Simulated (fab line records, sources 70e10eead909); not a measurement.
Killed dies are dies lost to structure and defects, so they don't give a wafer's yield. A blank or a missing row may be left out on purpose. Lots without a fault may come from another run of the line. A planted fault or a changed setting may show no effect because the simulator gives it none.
Chamber matching | flow nand_harc | NHARC_P_BONDPAD_STRIP_15 on rie_diel-05: 4 sister chambers
The step strips in O2. 4 wafers are shown with their chamber, then 10 later ones without.

WAFERS WITH THEIR CHAMBER
wafer  | chamber | drypump_motor_current_A (A)
L082.4 | 0       | 6.3
L083.3 | 1       | 5.8
L088.3 | 2       | 5.1
L088.4 | 3       | 6.0

WAFERS WITHOUT THEIR CHAMBER
wafer  | drypump_motor_current_A (A)
L088.6 | 5.7
L091.1 | 5.1
L091.3 | 6.0
L091.4 | 5.7
L090.4 | 6.0
L090.5 | 5.7
L090.6 | 5.1
L093.1 | 6.3
L093.5 | 5.9
L093.6 | 6.3

WHICH CHAMBER EACH WENT THROUGH
wafer  | from the rows above     | in truth
L088.6 | 1                       | 1
L091.1 | 2                       | 2
L091.3 | 3                       | 3
L091.4 | 1                       | 1
L090.4 | 3                       | 3
L090.5 | 1                       | 1
L090.6 | 2                       | 2
L093.1 | 0                       | 0
L093.5 | can't be placed: 3 or 1 | 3
L093.6 | 0                       | 0
Placed correctly: 9 of 10. Can't be placed from these rows: 1 (the true chamber is among the candidates in 1). Placed wrongly: 0.
How it was worked out, from the rows above alone: a wafer's distance from a chamber is the root of the sum, over the readings, of the square of ((its reading less the chamber's mean) divided by the reading's scatter). The wafer belongs to the nearest chamber; if the next one is less than 2 further off, it can't be placed. A chamber's mean is the mean of its shown wafers. The scatter: with one shown wafer a chamber, the root of the mean of the squares of how far each hidden wafer lies from its nearest shown one.
